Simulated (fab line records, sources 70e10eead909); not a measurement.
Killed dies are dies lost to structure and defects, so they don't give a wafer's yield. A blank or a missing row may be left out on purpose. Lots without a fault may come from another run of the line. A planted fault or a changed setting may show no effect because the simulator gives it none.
One fault seen from 2 desks | flow nand_harc | each desk has only its own numbers; what lay behind them comes last

THE METROLOGY DESK
What the gauges read, lot by lot, whatever tool the lot ran on: means of the sampled wafers that have a number. A lot is out of limits, marked OUT, if its mean lies more than 4 standard deviations from the usual mean; the brackets give that distance.
Columns: A = thk_nm at NHARC_P_M1_THK_MEAS_24, usual 158.3 nm
lot  | first seen here | A
L759 | day 7 08:13     | 159.4
L760 | day 7 09:34     | 160.6
L763 | day 8 19:11     | 158.7
L764 | day 9 10:48     | 158.1
L765 | day 9 12:38     | 159.2
L769 | day 11 16:18    | 158.5
L770 | day 11 16:23    | 157.9
L772 | day 12 08:58    | 159.1
L773 | day 13 01:24    | 159.2
L774 | day 13 03:19    | 157.8
L775 | day 13 21:04    | 157.3
L776 | day 14 04:08    | 157.6
L778 | day 14 21:56    | 157.7
L779 | day 15 11:35    | 159.6
L780 | day 15 17:48    | 157.6
This desk's finding: nothing out of limits on any of the 15 lots.

THE TOOL OWNER'S DESK: rie_diel-03
The tool's own readings at NHARC_P_M2_ETCH_35 (etches the open film in N2/H2, target depth 40 nm, overetch 12 nm, time 43.94 s): means of the sampled wafers that have a number, for each lot that ran on this tool. A lot is out of limits, marked OUT, if its mean lies more than 4 standard deviations from the usual mean; the brackets give that distance.
Columns: A = bias_w at NHARC_P_M2_ETCH_35, usual 150.1 W; B = chamber_pressure_mTorr at NHARC_P_M2_ETCH_35, usual 30.000 mTorr; C = drypump_motor_current_A at NHARC_P_M2_ETCH_35, usual 5.8 A; D = oes_product_au at NHARC_P_M2_ETCH_35, usual 0.997 a.u.; E = rf_vpp_V at NHARC_P_M2_ETCH_35, usual 431.3 V; F = showerhead_plenum_p_Torr at NHARC_P_M2_ETCH_35, usual 2.07 Torr; G = throttle_valve_pct at NHARC_P_M2_ETCH_35, usual 14.171 %
lot  | first seen here | A     | B      | C   | D     | E     | F    | G
L759 | day 7 10:02     | 150.3 | 29.980 | 5.6 | 1.000 | 431.7 | 2.09 | 14.187
L773 | day 13 03:05    | 150.1 | 30.020 | 5.7 | 0.993 | 432.4 | 2.09 | 14.180
L774 | day 13 05:11    | 150.2 | 30.020 | 5.7 | 0.996 | 431.8 | 2.08 | 14.174
L776 | day 14 05:49    | 150.7 | 29.982 | 5.4 | 1.013 | 430.6 | 2.05 | 14.173
L778 | day 14 23:48    | 150.1 | 29.983 | 5.7 | 0.997 | 432.0 | 2.09 | 14.175
L779 | day 15 13:17    | 150.2 | 29.998 | 5.8 | 0.990 | 432.7 | 2.11 | 14.170
L780 | day 15 19:37    | 150.6 | 30.006 | 5.4 | 1.011 | 430.2 | 2.05 | 14.174
This desk's finding: nothing out of limits on any of the 7 lots.

PUT TOGETHER
The metrology desk saw nothing out of limits.
The tool owner's desk saw nothing out of limits.

WHAT THE SIMULATOR HAD PUT IN
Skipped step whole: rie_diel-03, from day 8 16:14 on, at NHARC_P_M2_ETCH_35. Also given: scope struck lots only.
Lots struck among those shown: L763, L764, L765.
